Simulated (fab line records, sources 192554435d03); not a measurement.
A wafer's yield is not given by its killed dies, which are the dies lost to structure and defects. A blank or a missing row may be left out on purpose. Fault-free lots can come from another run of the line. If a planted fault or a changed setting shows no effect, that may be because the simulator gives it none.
fab line records | flow n5-finfet | part 2 of 2: steps 5 to 6 of 6
record lots=24 | wafers=72 | last-day=17
route steps=1938 shown FIN_SAQP@98
lots that met no fault: from a run of the same line without faults
start-h: start of the lot's first displayed wafer, in hours after the record's first day | wait-h: hours since the lot's step before | " identical to the entry in the row above | L1.1+2: one row covering several wafers at once | - no value, or no start was given | * or withheld: withheld | < > ~ a bound
route shown NAME@n: a module of which the file shows steps, and the number in the route of the first | usual: mean and standard deviation over wafers with no fault | same: alike in all rows | chamber/n: place in a boat | sites: readings site by site | _std_site: standard deviation across them | _edge_site: outer sites' mean less inner sites' | radius-mm: how far each site lies from the wafer's centre | mask NAME#n: copy n | behind: the most recent tool/chamber to have shaped the wafer | hold: cause of the lot's hold/its duration in hours/its outcome | device: the n, p or np transistor that did not switch | end of line: the route-end tests of the same wafers | where a step has no rows: the recipe by itself | killed: at the first sort, the dies lost to defects and structure; wafer yield is something else | map: dies across one wafer; x = killed, . = not, _ = none there
set.NAME: the setting the step ran with; set.NAME@STEP: the setting that earlier step ran with | model.NAME: the simulator's own value behind a step, which no gauge read
steps of the route over a sample of lots; a table a step, a row a wafer
services: the hour from which a tool's chamber was out of use, counted from the record's first day as start-h (under 0 if before that day), plus the number of hours and why
## steps
# step N5_FIN_SAQP_ETCH_65
# recipe chemistry=CF4 | target=SiO2 | target-depth-a=40 | ion-energy-ev=350 | time-s=4.4 | pressure-mtorr=10 | icp-w=800 | bias-w=400 | cf4-flow-sccm=80
# usual drypump-motor-current-A=5.8/0.49 | oes-product-au=1.01/0.031 | throttle-valve-pct=21.74/0.23
lot.wafer | tool      | chamber | start-h | wait-h | drypump-motor-current-A | oes-product-au | rf-hours-counter-h | throttle-valve-pct
L074.1    | rie-si-03 | 2       | 24.43   | 0.1    | 6.5                     | 1.02           | 43                 | 21.82
L074.3    | "         | 1       | "       | "      | 6.0                     | 1.04           | 30                 | 21.40
L074.5    | "         | 2       | "       | "      | 6.5                     | 1.01           | -                  | 21.80
L075.2    | rie-si-04 | 3       | 30.67   | 0.1    | 5.8                     | 1.07           | 3                  | 21.56
L075.4    | "         | 2       | "       | "      | 5.2                     | 0.99           | 203                | 21.88
L075.6    | "         | 1       | "       | "      | 5.2                     | 1.05           | -                  | 21.64
L076.2    | rie-si-04 | 3       | 36.59   | 0.1    | 5.9                     | 1.06           | 3                  | 21.56
L076.4    | "         | 0       | "       | "      | 6.2                     | 0.98           | 51                 | 21.86
L076.6    | "         | 2       | "       | "      | 5.2                     | 0.98           | -                  | 21.88
L077.1    | rie-si-03 | 1       | 43.60   | 0.1    | 6.0                     | 1.03           | 30                 | 21.41
L077.2    | "         | 2       | "       | "      | 6.5                     | 1.00           | 43                 | 21.81
L077.6    | "         | 3       | "       | "      | 6.5                     | 1.04           | -                  | 21.68
L078.1    | rie-si-03 | 3       | 49.20   | 0.1    | 6.5                     | 1.04           | 114                | 21.70
L078.4    | "         | 0       | "       | "      | 5.6                     | 0.98           | 0                  | 21.71
L078.6    | "         | 2       | "       | "      | 6.5                     | 1.01           | -                  | 21.82
L079.1    | rie-si-05 | 0       | 54.32   | 0.1    | 5.4                     | 1.04           | 175                | 22.11
L079.2    | "         | 1       | "       | "      | 5.8                     | 1.00           | 37                 | 21.53
L079.3    | "         | 2       | "       | "      | 6.6                     | 0.96           | 76                 | 21.46
L080.1    | rie-si-05 | 2       | 60.01   | 0.1    | 6.5                     | 0.96           | 76                 | 21.47
L080.5    | "         | 0       | "       | "      | 5.3                     | 1.03           | -                  | 22.09
L080.6    | "         | 1       | "       | "      | 5.8                     | 1.00           | -                  | 21.54
L081.1    | rie-si-05 | 1       | 67.53   | 0.1    | 5.8                     | 1.01           | 38                 | 21.54
L081.5    | "         | 1       | "       | "      | 5.8                     | 1.01           | -                  | 21.53
L081.6    | "         | 2       | "       | "      | 6.5                     | 0.96           | -                  | 21.47
L082.1    | rie-si-04 | 1       | 71.95   | 0.1    | 5.2                     | 1.03           | 43                 | 21.63
L082.3    | "         | 3       | "       | "      | 5.8                     | 1.07           | 3                  | 21.60
L082.5    | "         | 1       | "       | "      | 5.2                     | 1.02           | -                  | 21.63
L083.1    | rie-si-04 | 3       | 78.85   | 0.1    | 5.9                     | 1.07           | 3                  | 21.59
L083.2    | "         | 1       | "       | "      | 5.2                     | 1.04           | 43                 | 21.63
L083.5    | "         | 3       | "       | "      | 5.9                     | 1.07           | -                  | 21.59
L084.1    | rie-si-05 | 2       | 84.04   | 0.1    | 6.6                     | 0.96           | 77                 | 21.48
L084.3    | "         | 0       | "       | "      | 5.4                     | 1.05           | 175                | 22.10
L084.4    | "         | 0       | "       | "      | 5.4                     | 1.05           | -                  | 22.12
L085.1    | rie-si-03 | 3       | 93.06   | 0.1    | 6.5                     | 1.02           | 115                | 21.66
L085.2    | "         | 2       | "       | "      | 6.5                     | 1.01           | 44                 | 21.80
L085.6    | "         | 1       | "       | "      | 6.0                     | 1.03           | -                  | 21.39
L086.1    | rie-si-05 | 3       | 98.22   | 0.1    | 5.2                     | 0.99           | 132                | 22.10
L086.3    | "         | 2       | "       | "      | 6.6                     | 0.96           | 77                 | 21.49
L086.5    | "         | 0       | "       | "      | 5.3                     | 1.04           | -                  | 22.11
L087.1    | rie-si-05 | 2       | 104.60  | 0.1    | 6.6                     | 0.96           | 77                 | 21.47
L087.2    | "         | 3       | "       | "      | 5.2                     | 1.00           | 132                | 22.10
L087.3    | "         | 0       | "       | "      | 5.3                     | 1.05           | 176                | 22.12
L088.3    | rie-si-05 | 1       | 108.45  | 0.1    | 5.8                     | 1.01           | 38                 | 21.53
L088.5    | "         | 3       | "       | "      | 5.3                     | 1.00           | -                  | 22.07
L088.6    | "         | 2       | "       | "      | 6.6                     | 0.97           | -                  | 21.47
L089.1    | rie-si-04 | 1       | 114.99  | 0.1    | 5.2                     | 1.04           | 43                 | 21.61
L089.2    | "         | 3       | "       | "      | 5.9                     | 1.05           | 4                  | 21.57
L089.5    | "         | 0       | "       | "      | 6.2                     | 0.97           | -                  | 21.89
L090.2    | rie-si-05 | 0       | 120.22  | 0.1    | 5.4                     | 1.05           | 176                | 22.10
L090.4    | "         | 0       | "       | "      | 5.4                     | 1.04           | -                  | 22.12
L090.6    | "         | 1       | "       | "      | 5.8                     | 0.99           | -                  | 21.53
L091.1    | rie-si-04 | 1       | 126.60  | 0.1    | 5.2                     | 1.05           | 43                 | 21.64
L091.2    | "         | 0       | "       | "      | 6.2                     | 0.98           | 53                 | 21.88
L091.6    | "         | 0       | "       | "      | 6.2                     | 1.00           | -                  | 21.87
L092.1    | rie-si-05 | 0       | 132.70  | 0.1    | 5.4                     | 1.05           | 176                | 22.13
L092.2    | "         | 1       | "       | "      | 5.8                     | 0.99           | 39                 | 21.54
L092.3    | "         | 3       | "       | "      | 5.3                     | 1.00           | 133                | 22.09
L093.1    | rie-si-03 | 0       | 138.75  | 0.1    | 5.6                     | 0.99           | 2                  | 21.73
L093.2    | "         | 1       | "       | "      | 6.0                     | 1.03           | 32                 | 21.39
L093.3    | "         | 2       | "       | "      | 6.5                     | 1.02           | 46                 | 21.80
L094.2    | rie-si-03 | 0       | 145.86  | 0.1    | 5.6                     | 0.99           | 2                  | 21.73
L094.3    | "         | 2       | "       | "      | 6.5                     | 1.04           | 46                 | 21.82
L094.5    | "         | 1       | "       | "      | 6.0                     | 1.03           | -                  | 21.40
L095.1    | rie-si-03 | 1       | 151.54  | 0.1    | 6.0                     | 1.04           | 33                 | 21.41
L095.3    | "         | 3       | "       | "      | 6.5                     | 1.04           | 116                | 21.66
L095.6    | "         | 0       | "       | "      | 5.6                     | 0.99           | -                  | 21.75
L096.2    | rie-si-05 | 3       | 157.61  | 0.1    | 5.2                     | 0.99           | 133                | 22.08
L096.3    | "         | 1       | "       | "      | 5.8                     | 1.01           | 39                 | 21.54
L096.6    | "         | 1       | "       | "      | 5.8                     | 1.01           | -                  | 21.54
L097.1    | rie-si-03 | 0       | 162.14  | 0.1    | 5.6                     | 0.98           | 3                  | 21.73
L097.3    | "         | 3       | "       | "      | 6.5                     | 1.03           | 116                | 21.68
L097.6    | "         | 0       | "       | "      | 5.6                     | 0.98           | -                  | 21.72
# step N5_FIN_SAQP_RECESS_63
# recipe chemistry=HF/NH3 | target=SiO2 | target-depth-a=180 | afs-cycles=3 | temp-c=30 | sublimation-temp-c=180 | sublimation-time-s=60
# usual drypump-motor-current-A=5.73/0.082 | foreline-p-Torr=0.1280/0.00049 | temp-c=30.00/0.1
lot.wafer | tool          | chamber | start-h | wait-h | drypump-motor-current-A | foreline-p-Torr | temp-c
L074.1    | vapor-etch-02 | 0       | 24.54   | 0.1    | 5.56                    | 0.1281          | 30.02
L074.3    | "             | 0       | "       | "      | 5.57                    | 0.1282          | 30.05
L074.5    | "             | 1       | "       | "      | 5.74                    | 0.1275          | 29.84
L075.2    | vapor-etch-02 | 0       | 30.78   | 0.1    | 5.59                    | 0.1280          | 30.10
L075.4    | "             | 1       | "       | "      | 5.71                    | 0.1274          | 29.93
L075.6    | "             | 1       | "       | "      | 5.71                    | 0.1279          | 29.94
L076.2    | vapor-etch-02 | 0       | 36.70   | 0.1    | 5.60                    | 0.1280          | 30.04
L076.4    | "             | 0       | "       | "      | 5.57                    | 0.1277          | 29.77
L076.6    | "             | 0       | "       | "      | 5.57                    | 0.1279          | 29.96
L077.1    | vapor-etch-02 | 1       | 43.72   | 0.1    | 5.69                    | 0.1277          | 29.83
L077.2    | "             | 0       | "       | "      | 5.58                    | 0.1286          | 29.78
L077.6    | "             | 0       | "       | "      | 5.58                    | 0.1274          | 29.89
L078.1    | vapor-etch-01 | 0       | 49.31   | 0.1    | 5.88                    | 0.1280          | 30.00
L078.4    | "             | 1       | "       | "      | 5.71                    | 0.1289          | 30.03
L078.6    | "             | 0       | "       | "      | 5.86                    | 0.1280          | 30.12
L079.1    | vapor-etch-01 | 0       | 54.43   | 0.1    | 5.81                    | 0.1281          | 29.92
L079.2    | "             | 1       | "       | "      | 5.73                    | 0.1279          | 30.04
L079.3    | "             | 1       | "       | "      | 5.73                    | 0.1276          | 30.13
L080.1    | vapor-etch-01 | 0       | 60.12   | 0.1    | 5.87                    | 0.1280          | 29.95
L080.5    | "             | 0       | "       | "      | 5.82                    | 0.1278          | 29.95
L080.6    | "             | 1       | "       | "      | 5.73                    | 0.1284          | 30.00
L081.1    | vapor-etch-02 | 0       | 67.65   | 0.1    | 5.59                    | 0.1276          | 29.81
L081.5    | "             | 1       | "       | "      | 5.72                    | 0.1283          | 29.99
L081.6    | "             | 0       | "       | "      | 5.58                    | 0.1281          | 30.04
L082.1    | vapor-etch-01 | 1       | 72.07   | 0.1    | 5.75                    | 0.1276          | 30.13
L082.3    | "             | 1       | "       | "      | 5.74                    | 0.1275          | 30.15
L082.5    | "             | 0       | "       | "      | 5.79                    | 0.1278          | 30.06
L083.1    | vapor-etch-01 | 1       | 78.96   | 0.1    | 5.72                    | 0.1273          | 30.12
L083.2    | "             | 0       | "       | "      | 5.81                    | 0.1281          | 30.05
L083.5    | "             | 0       | "       | "      | 5.82                    | 0.1281          | 29.88
L084.1    | vapor-etch-01 | 1       | 84.16   | 0.1    | 5.72                    | 0.1278          | 30.06
L084.3    | "             | 0       | "       | "      | 5.80                    | 0.1282          | 30.16
L084.4    | "             | 1       | "       | "      | 5.72                    | 0.1277          | 30.05
L085.1    | vapor-etch-01 | 0       | 93.18   | 0.1    | 5.78                    | 0.1278          | 30.13
L085.2    | "             | 1       | "       | "      | 5.73                    | 0.1284          | 29.88
L085.6    | "             | 0       | "       | "      | 5.82                    | 0.1280          | 29.98
L086.1    | vapor-etch-02 | 0       | 98.34   | 0.1    | 5.58                    | 0.1271          | 30.02
L086.3    | "             | 0       | "       | "      | 5.57                    | 0.1275          | 29.94
L086.5    | "             | 1       | "       | "      | 5.73                    | 0.1268          | 30.09
L087.1    | vapor-etch-01 | 0       | 104.71  | 0.1    | 5.87                    | 0.1281          | 29.98
L087.2    | "             | 1       | "       | "      | 5.73                    | 0.1287          | 30.02
L087.3    | "             | 0       | "       | "      | 5.82                    | 0.1282          | 30.11
L088.3    | vapor-etch-01 | 1       | 108.69  | 0.2    | 5.72                    | 0.1280          | 30.14
L088.5    | "             | 1       | "       | "      | 5.74                    | 0.1279          | 30.13
L088.6    | "             | 0       | "       | "      | 5.79                    | 0.1283          | 29.94
L089.1    | vapor-etch-01 | 0       | 115.26  | 0.2    | 5.86                    | 0.1280          | 30.17
L089.2    | "             | 1       | "       | "      | 5.73                    | 0.1285          | 29.91
L089.5    | "             | 0       | "       | "      | 5.87                    | 0.1283          | 30.08
L090.2    | vapor-etch-01 | 0       | 120.33  | 0.1    | 5.83                    | 0.1279          | 30.06
L090.4    | "             | 1       | "       | "      | 5.70                    | 0.1285          | 30.04
L090.6    | "             | 1       | "       | "      | 5.72                    | 0.1273          | 29.86
L091.1    | vapor-etch-02 | 1       | 126.72  | 0.1    | 5.73                    | 0.1279          | 29.92
L091.2    | "             | 0       | "       | "      | 5.60                    | 0.1283          | 30.02
L091.6    | "             | 1       | "       | "      | 5.72                    | 0.1284          | 29.82
L092.1    | vapor-etch-01 | 1       | 132.81  | 0.1    | 5.71                    | 0.1275          | 29.98
L092.2    | "             | 0       | "       | "      | 5.80                    | 0.1284          | 30.00
L092.3    | "             | 1       | "       | "      | 5.71                    | 0.1282          | 29.91
L093.1    | vapor-etch-01 | 0       | 138.86  | 0.1    | 5.79                    | 0.1282          | 29.97
L093.2    | "             | 1       | "       | "      | 5.74                    | 0.1290          | 29.87
L093.3    | "             | 1       | "       | "      | 5.73                    | 0.1288          | 29.83
L094.2    | vapor-etch-01 | 1       | 145.97  | 0.1    | 5.74                    | 0.1285          | 30.06
L094.3    | "             | 0       | "       | "      | 5.82                    | 0.1284          | 29.87
L094.5    | "             | 1       | "       | "      | 5.71                    | 0.1283          | 29.88
L095.1    | vapor-etch-02 | 1       | 151.66  | 0.1    | 5.71                    | 0.1293          | 29.99
L095.3    | "             | 1       | "       | "      | 5.71                    | 0.1286          | 30.15
L095.6    | "             | 1       | "       | "      | 5.73                    | 0.1283          | 30.05
L096.2    | vapor-etch-01 | 1       | 157.73  | 0.1    | 5.72                    | 0.1280          | 29.87
L096.3    | "             | 1       | "       | "      | 5.74                    | 0.1287          | 29.76
L096.6    | "             | 1       | "       | "      | 5.71                    | 0.1283          | 29.89
L097.1    | vapor-etch-01 | 1       | 162.25  | 0.1    | 5.73                    | 0.1269          | 30.03
L097.3    | "             | 1       | "       | "      | 5.70                    | 0.1273          | 30.13
L097.6    | "             | 1       | "       | "      | 5.71                    | 0.1280          | 30.08
## services
tool          | chamber | start-h | hours | kind
vapor-etch-02 | 0       | -1.22   | 9.2   | repair
rie-diel-05   | 2       | -0.95   | 8.5   | repair
rie-diel-05   | -       | 32.25   | 0.4   | repair
rie-diel-04   | 0       | 55.45   | 12.6  | repair
rie-si-05     | 3       | 73.03   | 3.9   | repair
rie-diel-06   | 1       | 80.31   | 8.1   | repair
rie-si-05     | 1       | 80.74   | 5.6   | repair
rie-diel-06   | 0       | 81.71   | 7.0   | repair
rie-diel-06   | 3       | 86.99   | 2.4   | repair
rie-diel-06   | 2       | 88.53   | 27.7  | repair
rie-si-03     | 3       | 109.99  | 30.1  | repair
rie-diel-04   | 0       | 110.81  | -     | clean
rie-si-05     | 2       | 112.34  | 13.8  | repair
pecvd-03      | -       | 122.85  | 0.5   | repair
rie-si-04     | 2       | 124.03  | 6.9   | repair
rie-si-05     | 2       | 128.32  | 15.2  | repair
rie-diel-05   | 3       | 131.35  | -     | clean
rie-diel-05   | 3       | 131.35  | -     | consumable-replace:focus-ring
rie-diel-05   | 3       | 131.35  | -     | consumable-replace:showerhead
rie-diel-05   | 3       | 131.35  | 13.3  | scheduled-down
rie-diel-05   | 3       | 131.35  | 13.3  | vent-cycle
pecvd-01      | 1       | 150.37  | 12.9  | repair
pecvd-02      | 1       | 152.91  | 1.9   | repair
rie-si-04     | 1       | 155.04  | 2.6   | repair
